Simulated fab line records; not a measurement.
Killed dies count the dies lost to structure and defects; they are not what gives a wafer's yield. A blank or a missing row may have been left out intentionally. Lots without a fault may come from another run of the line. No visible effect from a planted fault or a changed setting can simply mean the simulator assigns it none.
The tool behind it: which one? | flow n5Finfet | 12 lots with 36 wafers sampled at 3 steps, on a route of 1938 steps

WHAT THE GAUGES SHOWED, per wafer
N5_BEOL_M9_THK_MEAS_53: measures by xrf.
lot  | measured     | on           | M9_THK (nm)
L075 | day 10 18:02 | filmMetro-01 | 142.6 140.4 140.6
L077 | day 11 04:03 | filmMetro-01 | 135.9 144.1 143.3
L079 | day 12 05:50 | filmMetro-02 | 140.7 142.5 138.0
L082 | day 12 06:13 | filmMetro-01 | 137.6 139.4 136.6
L081 | day 12 12:48 | filmMetro-02 | 138.8 138.4 141.4
L084 | day 13 00:03 | filmMetro-01 | 133.9 140.1 139.2
L088 | day 13 09:08 | filmMetro-01 | 141.7 138.1 136.6
L089 | day 13 21:16 | filmMetro-01 | 139.9 141.3 139.2
L093 | day 14 19:44 | filmMetro-01 | 135.7 134.9 133.8
L092 | day 15 08:07 | filmMetro-01 | 137.6 139.0 139.8
L095 | day 16 09:23 | filmMetro-01 | 137.6 143.9 137.6
L096 | day 16 15:56 | filmMetro-01 | 141.7 139.2 142.4

EACH LOT AND THE TOOL THAT RAN IT (in order: tool; ch and the chambers of the sampled wafers; start)
lot  | N5_BEOL_M9_ETCH_62                | N5_BEOL_M9_TRENCH_ETCH_37
L075 | rieDiel-04 ch 0,2,3, day 10 13:01 | rieDiel-02 ch 1,2, day 10 18:02 or earlier
L077 | rieDiel-04 ch 0,2,3, day 10 23:02 | rieDiel-02 ch 0,3, day 11 04:03 or earlier
L079 | rieDiel-03 ch 0,1,3, day 11 21:04 | rieDiel-03 ch 0,1,3, day 12 05:50 or earlier
L082 | rieDiel-03 ch 0,1, day 12 00:37   | rieDiel-04 ch 0,1, day 12 06:13 or earlier
L081 | rieDiel-03 ch 0,1,2, day 12 07:25 | rieDiel-03 ch 1,2,3, day 12 12:48 or earlier
L084 | rieDiel-02 ch 0,1,3, day 12 19:56 | rieDiel-04 ch 1,2,3, day 13 00:03 or earlier
L088 | rieDiel-03 ch 1,2, day 13 04:39   | rieDiel-03 ch 1,2,3, day 13 09:08 or earlier
L089 | rieDiel-02 ch 1,2,3, day 13 16:53 | rieDiel-02 ch 1,2,3, day 13 21:16 or earlier
L093 | rieDiel-03 ch 0,1,3, day 14 12:28 | rieDiel-04 ch 1,2,3, day 14 19:44 or earlier
L092 | rieDiel-03 ch 0,1,2, day 15 00:17 | rieDiel-02 ch 1,3, day 15 08:07 or earlier
L095 | rieDiel-04 ch 0,2, day 16 04:53   | rieDiel-04 ch 0,3, day 16 09:23 or earlier
L096 | rieDiel-03 ch 0,1, day 16 08:22   | rieDiel-03 ch 1,2, day 16 15:56 or earlier
- N5_BEOL_M9_ETCH_62: etches SOC in N2/H2, target depth 110 nm, overetch 22 nm, time 165 s.
- N5_BEOL_M9_TRENCH_ETCH_37: etches SiCOH lowk in C4F6/O2, target depth 151.43 nm, time 49 s.

THE ANSWER, worked out from the rows above alone
Rule: the usual values come from the lots themselves. The widest of any qualifying gaps counts: lots, ordered by their means at a reading, are off when they make up no more than a third of the lots, leave a main group of 4 or more, and stand apart from it by 3 or more times the standard deviation of that group's means. If all means in a main group match to the digits the tables above print for the reading, that group is not used. Also off: a lot with no number at a reading for which 4 or more lots have one. Any other lot the step has rows for is counted as sound.
No lot is off at any reading shown: from this, nothing can be told.

WHAT THE SIMULATOR PUT IN
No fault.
